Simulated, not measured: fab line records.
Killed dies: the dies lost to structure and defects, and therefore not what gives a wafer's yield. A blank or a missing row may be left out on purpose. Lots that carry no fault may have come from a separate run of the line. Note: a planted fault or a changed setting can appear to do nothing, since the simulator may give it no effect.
2 desks, one fault -- flow n5Finfet -- every desk sees just its own numbers, and what lay behind them comes last

== METROLOGY DESK ==
What the gauges read for every lot (on any tool): the sampled wafers with a number, averaged. Marked OUT: a lot whose mean sits more than 4 standard deviations from the usual mean, which makes it out of limits; the brackets give that distance. Only the readings that lie furthest out on some lot appear, 7 of the 12 it has.
Columns: A = cdNm at N5_MOL_CONTACT_COAG_CD_MEAS_84, usual 25.11 nm; B = DIBL_N at N5_BEOL_M4_RC_MEAS_101, usual 36.3 mV/V; C = IOFF_P at N5_BEOL_M4_RC_MEAS_101, usual 0.22 nA/um; D = ION_N at N5_BEOL_M4_RC_MEAS_101, usual 677 uA/um; E = ION_P at N5_BEOL_M4_RC_MEAS_101, usual 466 uA/um; F = VT_N at N5_BEOL_M4_RC_MEAS_101, usual 249 mV; G = VT_P at N5_BEOL_M4_RC_MEAS_101, usual -248.9 mV
lot,first seen here,A,B,C,D,E,F,G
L164,day 5 03:51,25.12,35.3,0.22,673,470,250,-247.1
L167,day 5 20:02,24.62,36.3,0.21,673,459,250,-250.8
L169,day 6 10:07,24.53,38.2,0.24,694,465,247,-250.6
L171,day 6 21:43,25.17,36.5,0.30,695,482,244,-243.4
L172,day 6 23:21,25.29,37.2,0.20,679,460,250,-253.8
L173,day 7 07:50,25.01,34.4,0.21,667,464,251,-247.1
L175,day 7 19:40,24.95,35.6,0.21,664,460,251,-247.7
L176,day 8 04:25,25.13,-,-,-,-,-,-
L185,day 10 03:17,24.97,32.8,0.16,654,455,255,-252.9
L186,day 10 16:10,25.18,36.2,0.24,682,470,248,-246.8
L187,day 10 21:25,25.33,35.5,0.23,680,468,248,-248.5
Result from this desk: across the 11 lots, nothing is out of limits.

== AT THE TOOL OWNER'S DESK: aldSin-02 ==
The tool's own readings at N5_MOL_CONTACT_COAG_ALD_123 (deposits SiNx, target thk 5 nm, pulse time 1 s, purge time 2 s): means of the sampled wafers that have a number, for each lot that ran on this tool. Marked OUT: a lot whose mean sits more than 4 standard deviations from the usual mean, which makes it out of limits; the brackets give that distance.
Columns: A = heaterPowerW at N5_MOL_CONTACT_COAG_ALD_123, usual 836 W; B = precursorPulseHeightRel at N5_MOL_CONTACT_COAG_ALD_123, usual 1.000
lot,first seen here,A,B
L164,day 5 03:53,800,1.002
L171,day 6 21:44,790,0.985
L172,day 6 23:38,795,1.012
L175,day 7 19:43,786,0.980
L176,day 8 05:22,780,0.997
L187,day 10 21:52,813,1.012
Result from this desk: across the 6 lots, nothing is out of limits.

== BROUGHT TOGETHER ==
Nothing out of limits was seen by the metrology desk.
The desk of the tool owner found nothing out of limits.

== WHAT THE SIMULATOR HAD PUT IN ==
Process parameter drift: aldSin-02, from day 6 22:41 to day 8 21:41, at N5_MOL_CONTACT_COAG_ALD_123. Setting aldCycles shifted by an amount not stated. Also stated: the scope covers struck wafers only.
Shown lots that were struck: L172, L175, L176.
